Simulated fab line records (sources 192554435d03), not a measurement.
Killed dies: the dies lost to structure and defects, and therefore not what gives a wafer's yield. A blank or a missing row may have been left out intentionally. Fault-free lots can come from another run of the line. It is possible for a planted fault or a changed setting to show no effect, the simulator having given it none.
Which tool did it? | flow n5 finfet | Sampling: 9 lots, 27 wafers, 5 of 1938 route steps

WHAT THE GAUGES READ, wafer by wafer
N5_MOL_CONTACT_COAG_OVL_MEAS_09. Usual: CA_OVL typically reads 0.0 nm, with standard deviation 0.84.
lot  | measured     | on         | CA_OVL (nm)   | flag
L774 | day 6 11:01  | overlay-02 | 0.6 -0.5 0.2  |
L776 | day 6 13:52  | overlay-01 | -0.1 -0.1 0.1 |
L782 | day 8 05:59  | overlay-02 | 1.7 1.7 0.6   |
L783 | day 8 10:05  | overlay-01 | 0.3 -0.5 0.0  |
L786 | day 9 02:55  | overlay-01 | 0.8 0.1 0.8   |
L787 | day 9 11:17  | overlay-01 | 0.8 0.4 0.8   |
L788 | day 9 17:11  | overlay-01 | 0.4 -0.3 -0.5 |
L789 | day 9 21:55  | overlay-02 | 0.0 0.5 1.1   |
L791 | day 10 12:59 | overlay-02 | -0.4 -0.8 0.3 |

N5_BEOL_M4_RC_MEAS_101. Usual: DIBL_N 36.2 mV/V, standard deviation 1.2; DIBL_P 36.3 mV/V, standard deviation 1.3; IOFF_N 0.155 nA/um, standard deviation 0.019; IOFF_P 0.210 nA/um, standard deviation 0.029; ION_N 677 uA/um, standard deviation 8.6; ION_P 465 uA/um, standard deviation 6.8; SS_N 71.4 mV/dec, standard deviation 0.48; SS_P 73.2 mV/dec, standard deviation 0.53; VT_N 249.9 mV, standard deviation 2.4; VT_P -250 mV, standard deviation 3.2.
lot  | measured     | on        | DIBL_N (mV/V)  | DIBL_P (mV/V)  | IOFF_N (nA/um)    | IOFF_P (nA/um)    | ION_N (uA/um) | ION_P (uA/um) | SS_N (mV/dec)  | SS_P (mV/dec)  | VT_N (mV)         | VT_P (mV)      | flag
L774 | day 10 00:17 | prober-02 | 35.7 34.8 33.7 | 36.7 35.9 34.1 | 0.176 0.147 0.128 | 0.239 0.219 0.190 | 682 680 681   | 470 474 467   | 71.8 70.9 70.7 | 72.9 74.0 73.0 | 251.2 250.3 250.1 | -250 -252 -250 |
L776 | day 10 17:23 | prober-02 | 35.4 36.1 35.5 | 35.1 35.5 35.5 | 0.155 0.165 0.158 | 0.235 0.245 0.257 | 679 683 671   | 473 477 474   | 71.8 71.8 71.6 | 73.3 73.4 73.4 | 247.3 248.0 248.7 | -246 -244 -244 |
L782 | day 12 09:59 | prober-02 | 35.4 34.9 35.6 | 37.3 36.4 37.5 | 0.158 0.147 0.172 | 0.225 0.215 0.238 | 674 675 680   | 462 469 472   | 71.5 71.8 70.5 | 74.0 73.4 73.7 | 251.2 249.0 248.5 | -249 -249 -246 |
L783 | day 12 01:39 | prober-01 | 37.0 36.3 36.7 | 37.8 37.1 37.1 | 0.187 0.175 0.172 | 0.269 0.266 0.257 | 680 696 686   | 469 479 478   | 71.5 71.9 71.8 | 74.1 73.7 73.1 | 245.6 247.8 245.8 | -244 -247 -246 |
L786 | day 12 18:44 | prober-02 | 36.5 35.7 36.0 | 37.6 36.6 37.3 | 0.155 0.142 0.145 | 0.216 0.194 0.219 | 672 676 676   | 464 464 463   | 70.9 71.5 71.8 | 73.4 73.3 73.5 | 250.2 251.9 251.1 | -248 -251 -248 |
L787 | day 12 20:55 | prober-02 | 35.8 35.6 34.0 | 36.8 36.4 34.9 | 0.170 0.158 0.139 | 0.225 0.217 0.197 | 678 681 679   | 472 469 467   | 71.5 71.2 70.5 | 73.3 73.2 73.4 | 245.8 249.6 247.4 | -248 -248 -249 |
L788 | day 13 15:44 | prober-02 | 34.4 35.5 35.8 | 35.3 36.5 36.0 | 0.122 0.139 0.135 | 0.160 0.180 0.172 | 668 681 664   | 457 462 452   | 70.6 71.3 71.3 | 72.8 73.1 72.6 | 253.7 249.6 249.5 | -255 -254 -251 |
L789 | day 13 20:10 | prober-02 | 37.6 37.3 37.2 | 36.5 37.1 36.3 | 0.155 0.156 0.147 | 0.207 0.218 0.203 | 665 680 671   | 457 465 467   | 71.7 71.6 71.3 | 72.6 72.3 73.1 | 250.2 250.3 250.7 | -250 -249 -249 |
L791 | day 14 10:47 | prober-02 | 35.4 36.9 37.4 | 33.4 35.5 36.0 | 0.128 0.159 0.164 | 0.159 0.188 0.199 | 657 673 674   | 451 459 458   | 70.9 71.7 71.9 | 72.4 72.8 73.6 | 252.2 250.4 249.7 | -254 -251 -252 |

EACH LOT AND THE TOOL THAT RAN IT (in order: tool; ch and the chambers of the sampled wafers; start)
lot  | N5_MOL_CONTACT_COAG_ETCH_106      | N5_MOL_CONTACT_COAG_STRIP_98      | N5_MOL_CONTACT_COAG_ALD_20
L774 | rie diel-02 ch 0,1,3, day 6 11:11 | rie diel-02 ch 0,1,3, day 6 11:26 | ald metal-04 ch 1,2,3, day 6 12:04
L776 | rie diel-04 ch 0,3, day 6 14:02   | rie diel-04 ch 0,3, day 6 14:16   | ald metal-03 ch 0,3, day 6 14:56
L782 | rie diel-01 ch 0,1, day 8 06:13   | rie diel-01 ch 0,1, day 8 06:27   | ald metal-04 ch 1,2, day 8 07:52
L783 | rie diel-04 ch 1,3, day 8 10:14   | rie diel-04 ch 1,3, day 8 10:29   | ald metal-04 ch 2,3, day 8 11:23
L786 | rie diel-01 ch 0,1,3, day 9 03:05 | rie diel-01 ch 0,1,3, day 9 03:19 | ald metal-02 ch 0,1,2, day 9 04:06
L787 | rie diel-02 ch 1,2,3, day 9 11:51 | rie diel-02 ch 1,2,3, day 9 12:06 | ald metal-03 ch 1,2,3, day 9 12:45
L788 | rie diel-01 ch 1,2,3, day 9 17:22 | rie diel-01 ch 1,2,3, day 9 17:37 | ald metal-04 ch 0,2,3, day 9 19:14
L789 | rie diel-01 ch 1,2,3, day 9 22:19 | rie diel-01 ch 1,2,3, day 9 22:33 | ald metal-04 ch 0,2,3, day 9 23:13
L791 | rie diel-04 ch 0,3, day 10 13:09  | rie diel-04 ch 0,3, day 10 13:24  | ald metal-04 ch 0,2, day 10 14:14
- N5_MOL_CONTACT_COAG_ETCH_106: etches SOC in N2/H2, target depth 80 nm, overetch 16 nm, time 120 s.
- N5_MOL_CONTACT_COAG_STRIP_98: strips in N2/H2.
- N5_MOL_CONTACT_COAG_ALD_20: deposits TiN, target thk 1.5 nm, pulse time 1 s, purge time 3 s.

WHAT THE TOOLS THEMSELVES READ (means of the sampled wafers that have a number; where no wafer has one, the mark that the record gives instead)
N5_MOL_CONTACT_COAG_ETCH_106. Usual: drypump motor current A 5.5 A (standard deviation 0.37); oes product au 0.72 a.u. (standard deviation 0.07); rf fwd power W 836 W (standard deviation 3.1); rf vpp V 525.1 V (standard deviation 1.9); showerhead plenum p Torr 2.58 Torr (standard deviation 0.066); temp c 40.01 C (standard deviation 0.12); throttle valve pct 17.82 % (standard deviation 0.21).
lot  | tool        | drypump motor current A (A) | oes product au (a.u.) | rf fwd power W (W) | rf vpp V (V) | showerhead plenum p Torr (Torr) | temp c (C) | throttle valve pct (%) | flag
L774 | rie diel-02 | 5.2                         | 0.69                  | 834                | 525.9        | 2.61                            | 39.88      | 18.00                  |
L776 | rie diel-04 | 5.7                         | 0.69                  | 835                | 523.9        | 2.53                            | 40.08      | 17.82                  |
L782 | rie diel-01 | 5.7                         | 0.67                  | 834                | 526.6        | 2.64                            | 40.04      | 17.81                  |
L783 | rie diel-04 | 5.5                         | 0.79                  | 841                | 524.0        | 2.52                            | 40.05      | 17.79                  |
L786 | rie diel-01 | 5.6                         | 0.72                  | 833                | 524.2        | 2.59                            | 39.91      | 17.71                  |
L787 | rie diel-02 | 5.1                         | 0.68                  | 837                | 524.2        | 2.57                            | 39.99      | 17.84                  |
L788 | rie diel-01 | 5.9                         | 0.72                  | 835                | 525.0        | 2.59                            | 40.05      | 17.71                  |
L789 | rie diel-01 | 5.9                         | 0.72                  | 835                | 525.0        | 2.59                            | 39.89      | 17.72                  |
L791 | rie diel-04 | 5.7                         | 0.67                  | 838                | 523.8        | 2.52                            | 39.85      | 17.87                  |

N5_MOL_CONTACT_COAG_STRIP_98. Usual: drypump motor current A 5.5 A (standard deviation 0.37); oes product au 0.80 a.u. (standard deviation 0.083); power w 500.0 W (standard deviation 1.4); rf vpp V 54.5 V (standard deviation 1.5); showerhead plenum p Torr 3.41 Torr (standard deviation 0.083); temp c 40.00 C (standard deviation 0.11); throttle valve pct 18.87 % (standard deviation 0.29).
lot  | tool        | drypump motor current A (A) | oes product au (a.u.) | power w (W) | rf vpp V (V) | showerhead plenum p Torr (Torr) | temp c (C) | throttle valve pct (%) | flag
L774 | rie diel-02 | 5.2                         | 0.76                  | 500.5       | 54.6         | 3.45                            | 39.98      | 19.04                  |
L776 | rie diel-04 | 5.7                         | 0.78                  | 500.9       | 53.3         | 3.35                            | 39.97      | 18.70                  |
L782 | rie diel-01 | 5.7                         | 0.74                  | 501.0       | 54.4         | 3.48                            | 39.96      | 18.98                  |
L783 | rie diel-04 | 5.5                         | 0.89                  | 500.7       | 55.5         | 3.33                            | 39.94      | 18.99                  |
L786 | rie diel-01 | 5.6                         | 0.81                  | 498.8       | 54.2         | 3.42                            | 39.97      | 18.81                  |
L787 | rie diel-02 | 5.1                         | 0.75                  | 499.1       | 54.6         | 3.39                            | 39.90      | 18.79                  |
L788 | rie diel-01 | 5.9                         | 0.80                  | 499.1       | 54.0         | 3.42                            | 40.07      | 18.76                  |
L789 | rie diel-01 | 5.9                         | 0.80                  | 501.4       | 55.3         | 3.42                            | 40.14      | 18.79                  |
L791 | rie diel-04 | 5.7                         | 0.75                  | 499.4       | 55.2         | 3.33                            | 39.90      | 18.73                  |

N5_MOL_CONTACT_COAG_ALD_20. Usual: chamber pressure Torr 3.000 Torr, standard deviation 0.0056; heater power w 931 W, standard deviation 88; precursor pulse height rel 0.998, standard deviation 0.021.
lot  | tool         | chamber pressure Torr (Torr) | heater power w (W) | precursor pulse height rel | flag
L774 | ald metal-04 | 3.000                        | 905                | 1.003                      |
L776 | ald metal-03 | 2.998                        | 1002               | 1.003                      |
L782 | ald metal-04 | -                            | -                  | -                          | OFF
L783 | ald metal-04 | -                            | -                  | -                          | OFF
L786 | ald metal-02 | 3.003                        | 843                | 1.019                      |
L787 | ald metal-03 | 3.001                        | 983                | 0.991                      |
L788 | ald metal-04 | 3.002                        | 920                | 1.000                      |
L789 | ald metal-04 | 3.001                        | 925                | 1.011                      |
L791 | ald metal-04 | 3.005                        | 960                | 0.993                      |

THE ANSWER, worked out from the rows above alone
Rule: take the mean of a lot's wafers that have a number; if it is more than 3 standard deviations from the usual mean, the lot is off. Also off: a lot with no number at a reading for which 4 or more lots have one. Any other lot the step has rows for is counted as sound. First the gauges in route order, then the tools' own readings, where a lot's mean is used as printed above. At the first step where some lot is off, the reading lying furthest off is the one used; lots without a number count as furthest.
Off, at N5_MOL_CONTACT_COAG_ALD_20 on chamber pressure Torr: L782, L783. Without a number there: L782, L783.
If a tool, at that step or one of the process steps before it, ran each lot that is off and ran no sound lot following the first of them, it fits. Of those tried, none fits.

WHAT THE SIMULATOR HAD PUT IN
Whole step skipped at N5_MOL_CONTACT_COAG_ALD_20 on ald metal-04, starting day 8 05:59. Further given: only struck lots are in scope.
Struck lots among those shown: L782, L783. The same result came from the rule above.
